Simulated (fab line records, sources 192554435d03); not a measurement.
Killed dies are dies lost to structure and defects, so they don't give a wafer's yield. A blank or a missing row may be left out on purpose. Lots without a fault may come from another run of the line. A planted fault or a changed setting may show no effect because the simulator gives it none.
Which tool did it? | flow n5_finfet | 9 lots, 27 wafers sampled, at 5 steps of a route of 1938

WHAT THE GAUGES READ, wafer by wafer
N5_FIN_SAQP_OVL_MEAS_17. Usual: FIN_CORE_OVL -0.4 nm, standard deviation 0.83.
lot  | measured    | on         | FIN_CORE_OVL (nm) | flag
L483 | day 1 23:44 | overlay-01 | -0.9 -1.3 -0.1    |
L484 | day 2 11:08 | overlay-02 | -0.9 0.5 -1.0     |
L488 | day 3 04:26 | overlay-01 | 0.1 0.2 -0.7      |
L491 | day 3 22:13 | overlay-01 | -0.8 -1.0 -0.8    |
L494 | day 4 16:02 | overlay-02 | -0.9 -1.8 -1.1    |
L495 | day 4 21:53 | overlay-01 | -1.2 0.1 0.4      |
L504 | day 7 03:55 | overlay-02 | -1.3 -1.6 -0.4    |
L505 | day 7 10:28 | overlay-02 | -0.4 -0.1 -1.2    |
L506 | day 7 16:16 | overlay-01 | 0.3 0.0 -0.3      |

N5_BEOL_M4_RC_MEAS_101. Usual: CJ_N 4.36, standard deviation 0.082; DIBL_N 36.0 mV/V, standard deviation 1.8; DIBL_P 36.3 mV/V, standard deviation 2.4; IOFF_N 0.16 nA/um, standard deviation 0.035; IOFF_P 0.21 nA/um, standard deviation 0.036; ION_N 673 uA/um, standard deviation 13; ION_P 461 uA/um, standard deviation 7.2; SS_N 71.4 mV/dec, standard deviation 0.6; SS_P 73.2 mV/dec, standard deviation 0.7; VT_N 250 mV, standard deviation 4; VT_P -250.9 mV, standard deviation 2.9.
lot  | measured     | on        | CJ_N           | DIBL_N (mV/V)  | DIBL_P (mV/V)  | IOFF_N (nA/um) | IOFF_P (nA/um) | ION_N (uA/um) | ION_P (uA/um) | SS_N (mV/dec)  | SS_P (mV/dec)  | VT_N (mV)   | VT_P (mV)            | flag
L483 | day 7 15:56  | prober-01 | 4.34 4.36 4.32 | 40.9 39.8 36.5 | 41.0 39.5 35.0 | 0.27 0.23 0.16 | 0.32 0.29 0.23 | 695 695 669   | 472 474 465   | 72.0 72.1 71.2 | 74.4 74.1 72.4 | 240 245 252 | -242.9 -243.5 -247.3 |
L484 | day 8 20:15  | prober-02 | 4.35 4.37 4.35 | 36.7 34.7 39.2 | 38.2 33.9 41.4 | 0.19 0.14 0.25 | 0.25 0.17 0.32 | 675 666 693   | 465 457 473   | 72.5 72.2 72.8 | 73.7 72.5 74.6 | 248 250 242 | -248.4 -252.9 -245.7 |
L488 | day 10 02:00 | prober-02 | 4.38 4.48 4.32 | 32.7 34.2 35.7 | 32.6 34.1 37.3 | 0.10 0.12 0.15 | 0.14 0.16 0.20 | 643 663 692   | 446 453 471   | 70.0 71.5 71.5 | 71.9 72.7 73.3 | 259 255 248 | -257.7 -254.1 -249.6 |
L491 | day 10 05:17 | prober-01 | 5.04 4.95 4.96 | 36.8 37.7 40.2 | 38.9 39.6 43.6 | 0.18 0.18 0.25 | 0.20 0.22 0.29 | 689 679 695   | 466 464 464   | 70.5 71.5 71.8 | 73.9 74.2 74.2 | 245 247 243 | -253.0 -252.3 -248.7 | OFF
L494 | day 10 11:23 | prober-01 | 4.98 5.15 5.17 | 35.2 34.5 32.6 | 35.9 35.0 32.3 | 0.13 0.12 0.09 | 0.21 0.19 0.15 | 666 671 655   | 464 473 458   | 70.6 70.5 70.4 | 73.9 73.0 71.3 | 256 253 259 | -250.9 -252.9 -252.3 | OFF
L495 | day 11 08:05 | prober-01 | 5.07 5.05 5.00 | 34.6 37.9 38.4 | 33.1 38.1 39.4 | 0.11 0.18 0.19 | 0.16 0.23 0.25 | 658 669 671   | 450 455 459   | 70.6 71.9 71.6 | 73.1 73.1 74.1 | 254 248 248 | -254.4 -248.3 -248.3 | OFF
L504 | day 14 04:22 | prober-01 | 4.44 4.33 4.45 | 36.3 36.6 35.2 | 34.9 36.3 33.6 | 0.15 0.15 0.13 | 0.20 0.22 0.17 | 679 671 661   | 465 459 450   | 71.5 70.9 71.0 | 73.1 73.6 71.9 | 246 249 250 | -251.2 -251.9 -253.3 |
L505 | day 14 07:43 | prober-02 | 4.37 4.36 4.29 | 37.5 37.7 36.6 | 39.3 39.7 38.0 | 0.18 0.18 0.16 | 0.24 0.25 0.23 | 691 680 685   | 475 471 474   | 71.0 72.0 71.1 | 73.8 74.1 73.4 | 246 247 246 | -246.5 -247.2 -248.1 |
L506 | day 14 06:26 | prober-01 | 4.32 4.36 4.49 | 37.2 37.9 39.3 | 37.1 36.6 38.0 | 0.16 0.16 0.20 | 0.21 0.21 0.25 | 673 681 687   | 457 461 464   | 71.4 72.1 72.2 | 73.4 74.0 73.7 | 250 250 247 | -252.4 -252.9 -246.7 |

WHICH TOOL RAN EACH LOT (tool, then ch and the chambers of the sampled wafers, then the start)
lot  | N5_WELL_APT_DESCUM_13             | N5_WELL_APT_IMPLANT_32         | N5_FIN_SAQP_DESCUM_21
L483 | rie_diel-06 ch 0,1, day 1 13:39   | implanter-01 ch 0, day 1 15:05 | rie_diel-06 ch 1,3, day 1 23:48
L484 | rie_diel-01 ch 0,2,3, day 1 19:38 | implanter-02 ch 0, day 1 21:20 | rie_diel-06 ch 1,2,3, day 2 11:20
L488 | rie_diel-01 ch 1,2,3, day 2 19:55 | implanter-02 ch 0, day 2 21:27 | rie_diel-06 ch 0,2,3, day 3 04:38
L491 | rie_diel-06 ch 0,1,3, day 3 13:46 | implanter-02 ch 0, day 3 15:24 | rie_diel-01 ch 0,1, day 3 22:16
L494 | rie_diel-01 ch 0,2,3, day 4 07:53 | implanter-02 ch 0, day 4 09:37 | rie_diel-06 ch 1,2,3, day 4 16:06
L495 | rie_diel-01 ch 0,2,3, day 4 13:38 | implanter-02 ch 0, day 4 15:22 | rie_diel-01 ch 0,3, day 4 22:07
L504 | rie_diel-06 ch 0,1,3, day 6 19:46 | implanter-01 ch 0, day 6 21:20 | rie_diel-01 ch 0,3, day 7 04:24
L505 | rie_diel-05 ch 0,2,3, day 7 01:46 | implanter-02 ch 0, day 7 03:13 | rie_diel-01 ch 0,1,2, day 7 11:02
L506 | rie_diel-01 ch 0,3, day 7 08:17   | implanter-02 ch 0, day 7 10:20 | rie_diel-06 ch 0,2, day 7 16:37
- N5_WELL_APT_DESCUM_13: chemistry O2, time 7.9 s.
- N5_WELL_APT_IMPLANT_32
- N5_FIN_SAQP_DESCUM_21: chemistry O2, time 7.9 s.

WHAT THE TOOLS THEMSELVES READ (means of the sampled wafers that have a number; where no wafer has one, the mark that the record gives instead)
N5_WELL_APT_DESCUM_13. Usual: drypump_motor_current_A 5.6 A, standard deviation 0.57; oes_product_au 0.78 a.u., standard deviation 0.083; rf_vpp_V 242.8 V, standard deviation 1.2; showerhead_plenum_p_Torr 2.07 Torr, standard deviation 0.055; throttle_valve_pct 20.37 %, standard deviation 0.23.
lot  | tool        | drypump_motor_current_A (A) | oes_product_au (a.u.) | rf_vpp_V (V) | showerhead_plenum_p_Torr (Torr) | throttle_valve_pct (%) | flag
L483 | rie_diel-06 | 5.1                         | 0.82                  | 242.9        | 2.06                            | 20.60                  |
L484 | rie_diel-01 | 5.5                         | 0.85                  | 242.5        | 2.09                            | 20.26                  |
L488 | rie_diel-01 | 5.6                         | 0.80                  | 242.4        | 2.10                            | 20.17                  |
L491 | rie_diel-06 | 5.3                         | 0.78                  | 242.0        | 2.04                            | 20.52                  |
L494 | rie_diel-01 | 5.5                         | 0.82                  | 242.3        | 2.08                            | 20.29                  |
L495 | rie_diel-01 | 5.5                         | 0.82                  | 241.4        | 2.08                            | 20.30                  |
L504 | rie_diel-06 | 5.3                         | 0.75                  | 242.6        | 2.03                            | 20.56                  |
L505 | rie_diel-05 | 5.9                         | 0.76                  | 244.7        | 2.12                            | 20.35                  |
L506 | rie_diel-01 | 5.0                         | 0.77                  | 241.7        | 2.04                            | 20.54                  |

N5_WELL_APT_IMPLANT_32. Usual: dose_ions_cm2 2.0003e+13, standard deviation 1.9e+10; faraday_current_uA 254, standard deviation 4.9.
lot  | tool         | dose_ions_cm2 | faraday_current_uA | flag
L483 | implanter-01 | 1.9993e+13    | 252                |
L484 | implanter-02 | 2.0006e+13    | 252                |
L488 | implanter-02 | 1.9967e+13    | 252                |
L491 | implanter-02 | 2.5725e+13    | 328                | OFF
L494 | implanter-02 | 2.5701e+13    | 325                | OFF
L495 | implanter-02 | 2.5754e+13    | 322                | OFF
L504 | implanter-01 | 2.0010e+13    | 257                |
L505 | implanter-02 | 1.9995e+13    | 255                |
L506 | implanter-02 | 2.0024e+13    | 250                |

N5_FIN_SAQP_DESCUM_21. Usual: drypump_motor_current_A 5.6 A, standard deviation 0.55; oes_product_au 0.77 a.u., standard deviation 0.075; rf_vpp_V 242.6 V, standard deviation 1.1; showerhead_plenum_p_Torr 2.07 Torr, standard deviation 0.059; throttle_valve_pct 20.40 %, standard deviation 0.22.
lot  | tool        | drypump_motor_current_A (A) | oes_product_au (a.u.) | rf_vpp_V (V) | showerhead_plenum_p_Torr (Torr) | throttle_valve_pct (%) | flag
L483 | rie_diel-06 | 5.2                         | 0.76                  | 241.4        | 2.01                            | 20.54                  |
L484 | rie_diel-06 | 5.6                         | 0.75                  | 242.1        | 2.01                            | 20.50                  |
L488 | rie_diel-06 | 5.9                         | 0.75                  | 242.2        | 2.02                            | 20.36                  |
L491 | rie_diel-01 | 5.0                         | 0.80                  | 242.5        | 2.07                            | 20.32                  |
L494 | rie_diel-06 | 5.7                         | 0.74                  | 242.0        | 2.00                            | 20.52                  |
L495 | rie_diel-01 | 5.1                         | 0.75                  | 243.1        | 2.06                            | 20.48                  |
L504 | rie_diel-01 | 5.0                         | 0.78                  | 242.4        | 2.04                            | 20.55                  |
L505 | rie_diel-01 | 5.5                         | 0.80                  | 242.3        | 2.08                            | 20.27                  |
L506 | rie_diel-06 | 5.9                         | 0.75                  | 242.4        | 2.05                            | 20.37                  |

THE ANSWER, worked out from the rows above alone
Rule: a lot is off if the mean of its wafers that have a number lies more than 3 standard deviations from the usual mean. A lot without any number at a reading at which 4 lots or more have one is off too. The other lots that the step has rows for count as sound. The gauges are gone through in route order, then the tools' own readings, and for those a lot's mean is taken as printed above. The first step at which some lot is off is used, and at that step the reading that is off furthest; a lot without a number counts as furthest.
Off: L491, L494, L495, at N5_BEOL_M4_RC_MEAS_101 (CJ_N).
A tool fits if, at a process step before that reading, it ran every lot that is off, and no sound lot after the first of them. The gauges at N5_BEOL_M4_RC_MEAS_101 aren't tried: what is off there is off at N5_WELL_APT_IMPLANT_32 too, on other tools, and a gauge's error can't cause that. None of those tried fits.

WHAT THE SIMULATOR HAD PUT IN
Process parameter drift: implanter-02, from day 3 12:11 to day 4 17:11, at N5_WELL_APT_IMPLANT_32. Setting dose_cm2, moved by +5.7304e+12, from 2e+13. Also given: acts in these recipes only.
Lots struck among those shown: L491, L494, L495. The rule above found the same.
